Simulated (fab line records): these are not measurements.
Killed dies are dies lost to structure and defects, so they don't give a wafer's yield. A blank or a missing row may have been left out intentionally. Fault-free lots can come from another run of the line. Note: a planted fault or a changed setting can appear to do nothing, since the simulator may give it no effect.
Which of the tools did it? | flow nand harc | Sampling: 11 lots, 33 wafers, 5 of 1302 route steps

## WHAT THE GAUGES SHOWED, per wafer
NHARC_END_SORT_01. Usual: killed at array 54, standard deviation 17; killed at other 0.7, standard deviation 1; killed at periphery 3.7, standard deviation 2.9; killed dies 58, standard deviation 16; killed open 3.2, standard deviation 1.9; killed short 2.2, standard deviation 1.5.
lot  | measured     | on        | killed at array | killed at other | killed at periphery | killed dies | killed open | killed short | flag
L630 | day 30 04:11 | prober-02 | 68 54 91        | 1 1 0           | 8 3 8               | 77 58 99    | 2 5 3       | 4 1 1        |
L631 | day 31 07:34 | prober-02 | 39 53 50        | 1 0 2           | 2 1 1               | 42 54 53    | 1 2 1       | 2 5 4        |

## TOOL THAT RAN EACH LOT (tool first, then ch and the chambers of the sampled wafers, then the start)
lot  | NHARC_A_SLIT_DESCUM_14             | NHARC_A_SLIT_ETCH_15                          | NHARC_A_SLIT_ETCH_17             | NHARC_A_WL_FILL_RTA_01
L616 | rie diel-08 ch 1,2, day 20 09:00   | rie diel-08 ch 0,1,3, day 20 10:15 or earlier | har etch-02 ch 0,1, day 20 10:15 | rtp anneal-02 ch 0, day 20 22:12
L617 | rie diel-02 ch 0,2, day 20 20:00   | rie diel-02 ch 0,3, day 20 21:30 or earlier   | har etch-02 ch 0, day 20 21:30   | rtp anneal-01 ch 0, day 21 09:36
L619 | rie diel-02 ch 1,3, day 21 12:09   | rie diel-02 ch 1,2, day 21 14:02 or earlier   | har etch-01 ch 0, day 21 14:02   | rtp anneal-02 ch 0, day 22 01:36
L620 | rie diel-01 ch 0,2,3, day 22 01:50 | rie diel-01 ch 0,3, day 22 04:55 or earlier   | har etch-02 ch 0,1, day 22 04:55 | rtp anneal-01 ch 0, day 22 15:08
L621 | rie diel-02 ch 0,1,3, day 22 15:49 | rie diel-02 ch 0,1,2, day 22 17:03 or earlier | har etch-01 ch 0, day 22 17:03   | rtp anneal-02 ch 0, day 23 04:59
L630 | rie diel-08 ch 0,1, day 25 16:30   | rie diel-08 ch 2,3, day 25 18:58 or earlier   | har etch-01 ch 0,1, day 25 18:58 | rtp anneal-01 ch 0, day 26 05:56
L631 | rie diel-01 ch 1,2,3, day 26 16:22 | rie diel-01 ch 0,2,3, day 26 18:14 or earlier | har etch-02 ch 0,1, day 26 18:14 | rtp anneal-02 ch 0, day 27 05:37
L632 | rie diel-02 ch 0,1,3, day 26 17:01 | rie diel-02 ch 0,3, day 26 19:28 or earlier   | har etch-01 ch 0,1, day 26 19:28 | rtp anneal-01 ch 0, day 27 05:40
L635 | rie diel-01 ch 0,1,2, day 27 19:59 | rie diel-01 ch 0,3, day 27 21:50 or earlier   | har etch-02 ch 0,1, day 27 21:50 | rtp anneal-02 ch 0, day 28 09:09
L636 | rie diel-02 ch 0,2,3, day 28 11:44 | rie diel-02 ch 0,2, day 28 17:24 or earlier   | har etch-02 ch 0,1, day 28 17:24 | rtp anneal-02 ch 0, day 29 04:58
L638 | rie diel-08 ch 2,3, day 29 14:39   | rie diel-08 ch 0,1, day 29 18:48 or earlier   | har etch-01 ch 0,1, day 29 18:48 | rtp anneal-01 ch 0, day 30 06:50
- NHARC_A_SLIT_DESCUM_14: chemistry O2, time 3 s.
- NHARC_A_SLIT_ETCH_15: etches the open film in O2/COS, target depth 6200 nm, time 1612 s.
- NHARC_A_SLIT_ETCH_17: etches the open film in C4F8/O2/Ar, time 4254.5 s, target depth 20300 nm.
- NHARC_A_WL_FILL_RTA_01: time 5 s.

## AS READ BY THE TOOLS THEMSELVES (means over the sampled wafers that have a number; for cases with no such wafer, the mark the record gives instead)
NHARC_A_SLIT_DESCUM_14. Usual: drypump motor current A 5.7 A, standard deviation 0.38; oes product au 1.003 a.u., standard deviation 0.015; rf vpp V 57.9 V, standard deviation 0.86; showerhead plenum p Torr 1.93 Torr, standard deviation 0.081; throttle valve pct 11.312 %, standard deviation 0.0095.
lot  | tool        | drypump motor current A (A) | oes product au (a.u.) | rf vpp V (V) | showerhead plenum p Torr (Torr) | throttle valve pct (%) | flag
L616 | rie diel-08 | 5.6                         | 1.000                 | 58.8         | 1.93                            | 11.318                 |
L617 | rie diel-02 | 5.7                         | 1.000                 | 58.8         | 1.94                            | 11.314                 |
L619 | rie diel-02 | 5.7                         | 1.015                 | 56.5         | 1.79                            | 11.312                 |
L620 | rie diel-01 | 5.7                         | 1.012                 | 58.1         | 1.97                            | 11.309                 |
L621 | rie diel-02 | 5.6                         | 1.006                 | 58.2         | 1.80                            | 11.301                 |
L630 | rie diel-08 | 5.9                         | 0.982                 | 58.4         | 1.94                            | 11.311                 |
L631 | rie diel-01 | 5.9                         | 1.008                 | 57.7         | 1.95                            | 11.316                 |
L632 | rie diel-02 | 5.7                         | 0.991                 | 57.3         | 1.80                            | 11.316                 |
L635 | rie diel-01 | 5.9                         | 0.992                 | 58.2         | 1.97                            | 11.317                 |
L636 | rie diel-02 | 5.7                         | 0.995                 | 58.2         | 1.86                            | 11.299                 |
L638 | rie diel-08 | 5.3                         | 1.024                 | 58.9         | 1.96                            | 11.314                 |

NHARC_A_SLIT_ETCH_15. Usual: drypump motor current A 5.7 A, standard deviation 0.38; oes product au 1.002 a.u., standard deviation 0.014; rf fwd power W 499.6 W, standard deviation 1.5; rf vpp V 314.6 V, standard deviation 2; showerhead plenum p Torr 3.15 Torr, standard deviation 0.13; throttle valve pct 28.330 %, standard deviation 0.0092.
lot  | tool        | drypump motor current A (A) | oes product au (a.u.) | rf fwd power W (W) | rf vpp V (V) | showerhead plenum p Torr (Torr) | throttle valve pct (%) | flag
L616 | rie diel-08 | 5.6                         | 1.001                 | 500.6              | 315.7        | 3.22                            | 28.326                 |
L617 | rie diel-02 | 5.8                         | 0.999                 | 500.1              | 312.4        | 2.95                            | 28.324                 |
L619 | rie diel-02 | 5.5                         | 1.002                 | 498.8              | 314.0        | 3.05                            | 28.339                 |
L620 | rie diel-01 | 5.8                         | 1.005                 | 499.4              | 316.1        | 3.27                            | 28.335                 |
L621 | rie diel-02 | 5.6                         | 1.005                 | 500.4              | 313.2        | 3.06                            | 28.334                 |
L630 | rie diel-08 | 5.3                         | 1.018                 | 500.0              | 315.6        | 3.25                            | 28.329                 |
L631 | rie diel-01 | 5.7                         | 1.003                 | 499.4              | 315.0        | 3.21                            | 28.332                 |
L632 | rie diel-02 | 5.8                         | 0.984                 | 502.0              | 311.8        | 2.95                            | 28.328                 |
L635 | rie diel-01 | 5.8                         | 0.999                 | 498.3              | 316.2        | 3.23                            | 28.329                 |
L636 | rie diel-02 | 5.6                         | 0.983                 | 498.1              | 314.9        | 3.16                            | 28.323                 |
L638 | rie diel-08 | 5.5                         | 0.982                 | 499.9              | 315.1        | 3.17                            | 28.328                 |

NHARC_A_SLIT_ETCH_17. Usual: drypump motor current A 5.3 A, standard deviation 0.44; he backside leak sccm 6.2 sccm, standard deviation 0.82; showerhead plenum p Torr 3.74 Torr, standard deviation 0.17; throttle valve pct 32.045 %, standard deviation 0.0091.
lot  | tool        | drypump motor current A (A) | he backside leak sccm (sccm) | showerhead plenum p Torr (Torr) | throttle valve pct (%) | flag
L616 | har etch-02 | 5.0                         | 5.3                          | 3.92                            | 32.053                 |
L617 | har etch-02 | 4.9                         | 5.2                          | 3.91                            | 32.047                 |
L619 | har etch-01 | 6.0                         | 6.5                          | 3.53                            | 32.048                 |
L620 | har etch-02 | 5.0                         | 5.4                          | 3.90                            | 32.037                 |
L621 | har etch-01 | 6.0                         | 7.4                          | 3.52                            | 32.046                 |
L630 | har etch-01 | 5.7                         | 7.3                          | 3.54                            | 32.047                 |
L631 | har etch-02 | 5.0                         | 5.6                          | 3.87                            | 32.051                 |
L632 | har etch-01 | 5.4                         | 6.6                          | 3.56                            | 32.054                 |
L635 | har etch-02 | 5.0                         | 5.7                          | 3.86                            | 32.037                 |
L636 | har etch-02 | 5.0                         | 5.7                          | 3.85                            | 32.040                 |
L638 | har etch-01 | 5.7                         | 7.3                          | 3.51                            | 32.043                 |

NHARC_A_WL_FILL_RTA_01. Usual: lamp power pct 31.5 %, standard deviation 2.6; wafer_temp_C_max 1003.2, standard deviation 0.92.
lot  | tool          | lamp power pct (%) | wafer_temp_C_max | flag
L616 | rtp anneal-02 | 33.9               | 1003.6           |
L617 | rtp anneal-01 | 28.7               | 1003.0           |
L619 | rtp anneal-02 | 30.4               | 965.2            | OFF
L620 | rtp anneal-01 | 28.7               | 1003.0           |
L621 | rtp anneal-02 | 30.4               | 966.1            | OFF
L630 | rtp anneal-01 | 28.7               | 1001.2           |
L631 | rtp anneal-02 | 34.0               | 1003.3           |
L632 | rtp anneal-01 | 28.7               | 1002.6           |
L635 | rtp anneal-02 | 33.9               | 1004.2           |
L636 | rtp anneal-02 | 34.0               | 1003.6           |
L638 | rtp anneal-01 | 28.7               | 1002.5           |

## THE ANSWER, worked out from the rows above alone
Rule: take the mean of a lot's wafers that have a number; if it is more than 3 standard deviations from the usual mean, the lot is off. Also off: a lot with no number at a reading for which 4 or more lots have one. Any other lot the step has rows for is counted as sound. First the gauges in route order, then the tools' own readings, where a lot's mean is used as printed above. At the first step where some lot is off, the reading lying furthest off is the one used; lots without a number count as furthest.
Off, at NHARC_A_WL_FILL_RTA_01 on wafer_temp_C_max: L619, L621.
If a tool, at that step or one of the process steps before it, ran each lot that is off and ran no sound lot following the first of them, it fits. NHARC_A_SLIT_ETCH_15 gives no start for some lots, so the hours and the order of its lots are those of NHARC_A_SLIT_ETCH_17. None of those tried fits.

## WHAT WAS PUT IN BY THE SIMULATOR
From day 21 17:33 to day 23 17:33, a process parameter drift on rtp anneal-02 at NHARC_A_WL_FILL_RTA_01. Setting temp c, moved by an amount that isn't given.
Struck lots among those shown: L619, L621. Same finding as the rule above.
